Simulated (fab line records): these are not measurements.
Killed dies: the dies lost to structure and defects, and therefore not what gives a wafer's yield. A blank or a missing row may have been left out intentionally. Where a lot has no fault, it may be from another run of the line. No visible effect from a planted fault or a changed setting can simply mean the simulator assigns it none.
Matching of chambers    flow n5Finfet    4 sister chambers for N5_BEOL_M5_ETCH_68 on rieDiel-03
The step etches SOC in N2/H2, target depth 80 nm, overetch 16 nm, time 120 s. 16 wafers are shown with their chamber, then 8 later ones without.

WAFERS WITH THEIR CHAMBER
wafer   chamber  showerheadPlenumPTorr (Torr)  drypumpMotorCurrentA (A)  throttleValvePct (%)
L078.3  1        2.41                          6.8                       18.05
L078.4  0        2.64                          5.8                       18.17
L078.6  2        2.62                          6.2                       17.93
L080.1  2        2.62                          6.2                       17.94
L080.2  3        2.47                          5.8                       17.62
L080.3  0        2.64                          5.7                       18.18
L083.1  3        2.47                          5.9                       17.62
L083.3  2        2.62                          6.2                       17.95
L083.6  0        2.64                          5.8                       18.18
L085.4  1        2.40                          6.8                       18.06
L085.5  3        2.46                          5.9                       17.63
L085.6  0        2.64                          5.7                       18.21
L091.3  2        2.61                          6.2                       17.98
L091.4  1        2.40                          6.9                       18.09
L091.6  3        2.46                          5.8                       17.66
L093.1  3        2.46                          5.8                       17.67

SIGNATURES (means of the wafers above)
reading                chamber 0  chamber 1  chamber 2  chamber 3  scatter within a chamber
showerheadPlenumPTorr  2.6400     2.4033     2.6175     2.4640     0.00467
drypumpMotorCurrentA   5.750      6.833      6.200      5.840      0.0489
throttleValvePct       18.1850    18.0667    17.9500    17.6400    0.0211
Rule: a wafer lies at a distance from a chamber equal to the root of the sum of squares, over the readings, of (its reading less the chamber's mean, divided by the reading's scatter). The wafer belongs to the nearest chamber; if the next one is less than 2 further off, it can't be placed. The scatter: the root of (the sum of the squares of (reading less its chamber's mean) over the shown wafers, divided by (wafers less chambers)).

WAFERS WITHOUT THEIR CHAMBER
wafer   showerheadPlenumPTorr (Torr)  drypumpMotorCurrentA (A)  throttleValvePct (%)
L093.4  2.61                          6.2                       17.96
L093.6  2.63                          5.7                       18.21
L090.2  2.61                          6.2                       17.95
L090.3  2.63                          5.8                       18.21
L090.5  2.46                          5.8                       17.66
L096.2  2.46                          5.8                       17.67
L096.3  2.63                          5.8                       18.23
L096.5  2.63                          5.7                       18.22

CHAMBER TAKEN BY EACH
wafer   from the rows above  in truth
L093.4  2                    2
L093.6  0                    0
L090.2  2                    2
L090.3  0                    0
L090.5  3                    3
L096.2  3                    3
L096.3  0                    0
L096.5  0                    0
8 of 8 placed correctly. Can't be placed from these rows: 0. Number placed wrongly: 0.
